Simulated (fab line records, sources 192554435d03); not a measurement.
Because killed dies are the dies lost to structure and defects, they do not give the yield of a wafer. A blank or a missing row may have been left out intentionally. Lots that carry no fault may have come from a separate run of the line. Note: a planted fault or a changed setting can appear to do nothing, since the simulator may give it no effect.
Which tool was responsible?    flow n5 finfet    24 lots with 72 wafers sampled at 6 steps, on a route of 1938 steps

WHAT THE GAUGES SHOWED, per wafer
N5_BEOL_M1_CD_MEAS_35: target cd 18 nm, target cd y 21 nm.
lot   measured      on         cd nm (nm)
L074  day 6 11:41   cd sem-01  18.2 18.4 18.2
L075  day 6 16:12   cd sem-01  18.3 17.3 17.9
L076  day 7 07:04   cd sem-03  17.9 18.2 18.3
L078  day 7 11:29   cd sem-03  17.9 18.2 18.1
L081  day 7 21:24   cd sem-02  17.4 17.4 17.1
L077  day 7 21:52   cd sem-03  18.4 17.9 18.0
L079  day 7 22:07   cd sem-01  18.0 17.8 18.1
L080  day 7 22:14   cd sem-01  18.0 17.4 17.9
L082  day 8 06:17   cd sem-02  17.9 17.6 17.6
L083  day 8 13:27   cd sem-01  17.9 18.0 17.4
L084  day 8 20:43   cd sem-02  17.7 18.3 17.8
L085  day 9 07:56   cd sem-01  17.9 18.7 18.4
L086  day 9 11:22   cd sem-03  17.7 17.7 17.8
L087  day 9 15:13   cd sem-01  17.3 17.3 17.7
L088  day 10 00:10  cd sem-03  18.2 18.0 18.6
L089  day 10 13:25  cd sem-02  18.0 17.7 17.8
L091  day 10 18:52  cd sem-01  17.5 17.1 18.5
L090  day 10 19:01  cd sem-03  18.6 18.6 18.4
L093  day 11 04:55  cd sem-03  17.9 18.3 18.0
L092  day 11 06:05  cd sem-03  18.3 18.8 18.3
L094  day 11 14:45  cd sem-02  17.8 18.3 17.9
L095  day 11 15:08  cd sem-03  17.0 17.7 17.4
L097  day 12 04:24  cd sem-02  17.8 18.1 17.4
L096  day 12 07:55  cd sem-03  17.5 17.3 17.4

N5_BEOL_M2_THK_MEAS_01.
lot   measured      on             M2_ILD_THK (nm)
L074  day 6 17:10   film metro-02  79.1 79.5 78.8
L075  day 6 20:02   film metro-02  77.8 78.2 78.7
L076  day 7 10:53   film metro-02  78.5 79.7 80.5
L078  day 7 16:03   film metro-01  78.0 78.2 79.3
L081  day 8 02:01   film metro-01  78.2 79.3 79.1
L077  day 8 02:11   film metro-01  79.8 80.2 79.5
L079  day 8 02:24   film metro-02  77.3 79.5 78.8
L080  day 8 04:03   film metro-02  77.7 76.1 79.8
L082  day 8 10:31   film metro-02  77.4 79.7 79.0
L083  day 8 17:29   film metro-02  79.6 80.4 78.7
L084  day 9 02:17   film metro-01  77.7 78.9 79.4
L085  day 9 13:07   film metro-02  79.8 77.8 80.3
L086  day 9 16:46   film metro-02  78.1 77.6 80.4
L087  day 9 19:03   film metro-02  80.2 81.3 79.1
L088  day 10 04:19  film metro-01  76.9 80.3 81.4
L089  day 10 19:02  film metro-02  80.1 78.4 81.1
L091  day 10 22:52  film metro-01  77.6 79.2 80.8
L090  day 10 23:15  film metro-01  79.3 79.7 80.0
L093  day 11 08:40  film metro-02  78.1 78.9 79.9
L092  day 11 10:38  film metro-01  79.0 79.5 80.7
L094  day 11 18:38  film metro-01  79.3 80.3 82.1
L095  day 11 19:14  film metro-02  78.0 82.4 79.2
L097  day 12 08:26  film metro-01  77.6 79.0 79.4
L096  day 12 11:52  film metro-02  78.9 81.3 80.3

WHAT TOOL EACH LOT RAN ON (gives the tool, then ch and the chambers of the sampled wafers, and finally the start)
lot   N5_BEOL_M1_ANNEAL_87          N5_BEOL_M1_SPUTTER_88         N5_BEOL_M1_SPUTTER_94         N5_BEOL_M1_DEP_57
L074  pvd sputter-02, day 6 14:56   pvd sputter-02, day 6 15:04   pvd sputter-02, day 6 15:44   pecvd-04 ch 1,2, day 6 16:58
L075  pvd sputter-01, day 6 17:49   pvd sputter-01, day 6 17:57   pvd sputter-01, day 6 18:37   pecvd-03 ch 0,2, day 6 19:49
L076  pvd sputter-02, day 7 08:34   pvd sputter-02, day 7 08:43   pvd sputter-02, day 7 09:22   pecvd-03 ch 0,1, day 7 10:41
L078  pvd sputter-01, day 7 13:37   pvd sputter-01, day 7 13:45   pvd sputter-01, day 7 14:25   pecvd-03 ch 0,2, day 7 15:51
L081  pvd sputter-02, day 7 23:47   pvd sputter-02, day 7 23:55   pvd sputter-02, day 8 00:35   pecvd-04 ch 0,1, day 8 01:48
L077  pvd sputter-03, day 7 23:55   pvd sputter-03, day 8 00:04   pvd sputter-03, day 8 00:43   pecvd-04 ch 0,1, day 8 01:59
L079  pvd sputter-01, day 8 00:12   pvd sputter-01, day 8 00:20   pvd sputter-01, day 8 01:00   pecvd-03 ch 0,1,2, day 8 02:12
L080  pvd sputter-02, day 8 01:43   pvd sputter-02, day 8 01:52   pvd sputter-02, day 8 02:31   pecvd-01 ch 0,1,2, day 8 03:51
L082  pvd sputter-03, day 8 08:19   pvd sputter-03, day 8 08:27   pvd sputter-03, day 8 09:07   pecvd-03 ch 0,1, day 8 10:19
L083  pvd sputter-03, day 8 15:17   pvd sputter-03, day 8 15:25   pvd sputter-03, day 8 16:05   pecvd-01 ch 0,1,2, day 8 17:17
L084  pvd sputter-03, day 9 00:05   pvd sputter-03, day 9 00:14   pvd sputter-03, day 9 00:53   pecvd-04 ch 1,2, day 9 02:05
L085  pvd sputter-02, day 9 10:55   pvd sputter-02, day 9 11:03   pvd sputter-02, day 9 11:43   pecvd-04 ch 0,2, day 9 12:55
L086  pvd sputter-02, day 9 14:34   pvd sputter-02, day 9 14:43   pvd sputter-02, day 9 15:22   pecvd-04 ch 0,2, day 9 16:34
L087  pvd sputter-03, day 9 16:51   pvd sputter-03, day 9 16:59   pvd sputter-03, day 9 17:39   pecvd-01 ch 0,1,2, day 9 18:52
L088  pvd sputter-03, day 10 02:06  pvd sputter-03, day 10 02:14  pvd sputter-03, day 10 02:54  pecvd-01 ch 0,2, day 10 04:06
L089  pvd sputter-03, day 10 16:46  pvd sputter-03, day 10 16:55  pvd sputter-03, day 10 17:34  pecvd-01 ch 0,1,2, day 10 18:49
L091  pvd sputter-03, day 10 20:39  pvd sputter-03, day 10 20:47  pvd sputter-03, day 10 21:27  pecvd-04 ch 0,1,2, day 10 22:40
L090  pvd sputter-01, day 10 21:02  pvd sputter-01, day 10 21:11  pvd sputter-01, day 10 21:50  pecvd-03 ch 1,2, day 10 23:03
L093  pvd sputter-01, day 11 06:28  pvd sputter-01, day 11 06:36  pvd sputter-01, day 11 07:16  pecvd-01 ch 0,1, day 11 08:28
L092  pvd sputter-01, day 11 08:18  pvd sputter-01, day 11 08:26  pvd sputter-01, day 11 09:06  pecvd-04 ch 0,1, day 11 10:26
L094  pvd sputter-03, day 11 16:25  pvd sputter-03, day 11 16:33  pvd sputter-03, day 11 17:13  pecvd-04 ch 0,2, day 11 18:26
L095  pvd sputter-01, day 11 16:56  pvd sputter-01, day 11 17:04  pvd sputter-01, day 11 17:44  pecvd-03 ch 0,2, day 11 19:01
L097  pvd sputter-01, day 12 06:14  pvd sputter-01, day 12 06:23  pvd sputter-01, day 12 07:02  pecvd-01 ch 1,2, day 12 08:14
L096  pvd sputter-03, day 12 09:40  pvd sputter-03, day 12 09:48  pvd sputter-03, day 12 10:28  pecvd-03 ch 0,1,2, day 12 11:41
- N5_BEOL_M1_ANNEAL_87: time 240 s.
- N5_BEOL_M1_SPUTTER_88: material Cu, target thk 4.5 nm, time 8.29 s.
- N5_BEOL_M1_SPUTTER_94: material Cu, target thk 4.5 nm, time 8.29 s.
- N5_BEOL_M1_DEP_57: deposits SiCN from 3MS/NH3, target thk 8 nm, time 14 s.

WHAT THE TOOLS THEMSELVES READ (means of the sampled wafers that have a number; where no wafer has one, the mark that the record gives instead)
N5_BEOL_M1_ANNEAL_87.
lot   tool            heater power w (W)  susceptor_temp_C_max
L074  pvd sputter-02  917                 400.9
L075  pvd sputter-01  879                 401.3
L076  pvd sputter-02  794                 400.5
L078  pvd sputter-01  837                 401.6
L081  pvd sputter-02  852                 400.6
L077  pvd sputter-03  772                 400.9
L079  pvd sputter-01  875                 401.7
L080  pvd sputter-02  906                 400.4
L082  pvd sputter-03  768                 400.8
L083  pvd sputter-03  744                 400.9
L084  pvd sputter-03  788                 400.9
L085  pvd sputter-02  855                 400.7
L086  pvd sputter-02  862                 400.6
L087  pvd sputter-03  840                 400.5
L088  pvd sputter-03  751                 400.7
L089  pvd sputter-03  769                 400.7
L091  pvd sputter-03  726                 400.9
L090  pvd sputter-01  884                 401.4
L093  pvd sputter-01  835                 401.2
L092  pvd sputter-01  901                 401.6
L094  pvd sputter-03  773                 400.7
L095  pvd sputter-01  835                 401.0
L097  pvd sputter-01  831                 400.9
L096  pvd sputter-03  842                 400.5

N5_BEOL_M1_SPUTTER_88.
lot   tool            throttle valve pct (%)
L074  pvd sputter-02  29.7
L075  pvd sputter-01  29.8
L076  pvd sputter-02  28.7
L078  pvd sputter-01  30.0
L081  pvd sputter-02  28.4
L077  pvd sputter-03  30.8
L079  pvd sputter-01  30.2
L080  pvd sputter-02  29.3
L082  pvd sputter-03  30.8
L083  pvd sputter-03  30.1
L084  pvd sputter-03  30.4
L085  pvd sputter-02  29.3
L086  pvd sputter-02  28.4
L087  pvd sputter-03  30.1
L088  pvd sputter-03  30.0
L089  pvd sputter-03  30.6
L091  pvd sputter-03  30.2
L090  pvd sputter-01  29.9
L093  pvd sputter-01  29.9
L092  pvd sputter-01  29.8
L094  pvd sputter-03  30.7
L095  pvd sputter-01  30.2
L097  pvd sputter-01  29.8
L096  pvd sputter-03  30.2

N5_BEOL_M1_SPUTTER_94.
lot   tool            throttle valve pct (%)
L074  pvd sputter-02  29.7
L075  pvd sputter-01  29.8
L076  pvd sputter-02  28.6
L078  pvd sputter-01  29.8
L081  pvd sputter-02  28.5
L077  pvd sputter-03  30.6
L079  pvd sputter-01  30.4
L080  pvd sputter-02  29.0
L082  pvd sputter-03  30.6
L083  pvd sputter-03  30.0
L084  pvd sputter-03  30.4
L085  pvd sputter-02  29.3
L086  pvd sputter-02  28.4
L087  pvd sputter-03  30.1
L088  pvd sputter-03  29.9
L089  pvd sputter-03  30.8
L091  pvd sputter-03  30.2
L090  pvd sputter-01  29.7
L093  pvd sputter-01  29.8
L092  pvd sputter-01  29.9
L094  pvd sputter-03  30.6
L095  pvd sputter-01  30.2
L097  pvd sputter-01  29.8
L096  pvd sputter-03  30.2

N5_BEOL_M1_DEP_57.
lot   tool      chamber pressure Torr (Torr)  showerhead plenum p Torr (Torr)  throttle valve pct (%)
L074  pecvd-04  2.999                         3.656                            8.6
L075  pecvd-03  3.000                         3.687                            9.0
L076  pecvd-03  3.005                         3.691                            8.9
L078  pecvd-03  3.007                         3.681                            9.0
L081  pecvd-04  2.999                         3.653                            9.3
L077  pecvd-04  3.002                         3.660                            9.3
L079  pecvd-03  3.000                         3.682                            9.0
L080  pecvd-01  2.993                         3.663                            8.9
L082  pecvd-03  2.995                         3.676                            9.3
L083  pecvd-01  3.005                         3.662                            9.0
L084  pecvd-04  3.008                         3.656                            8.6
L085  pecvd-04  2.992                         3.668                            8.5
L086  pecvd-04  3.001                         3.662                            8.5
L087  pecvd-01  2.999                         3.672                            8.9
L088  pecvd-01  3.005                         3.668                            9.0
L089  pecvd-01  3.001                         3.671                            9.0
L091  pecvd-04  2.996                         3.664                            8.9
L090  pecvd-03  3.002                         3.672                            9.0
L093  pecvd-01  3.003                         3.664                            9.0
L092  pecvd-04  3.001                         3.659                            9.3
L094  pecvd-04  2.997                         3.662                            8.9
L095  pecvd-03  2.998                         3.684                            8.5
L097  pecvd-01  2.997                         3.668                            8.8
L096  pecvd-03  3.011                         3.683                            8.9

THE ANSWER, worked out from the rows above alone
Rule: the usual values come from the lots themselves. Put in order of their means at a reading, lots are off if they are a third of the lots or fewer, leave a main group of 4 or more, and stand apart from it by a gap of 3 or more times the standard deviation of the main group's means; of several such gaps the widest counts. A main group whose means are all the same, to the digits that the tables above print for the reading, isn't used. Also off: a lot with no number at a reading for which 4 or more lots have one. All remaining lots with rows at the step are treated as sound. After the gauges, taken in route order, come the tools' own readings; for these a lot's mean is taken, as printed above. The first step at which some lot is off is used, and at that step the reading that is off furthest; a lot without a number counts as furthest.
Across all readings shown, no lot is off: no conclusion can be drawn from this.

WHAT WAS PUT IN BY THE SIMULATOR
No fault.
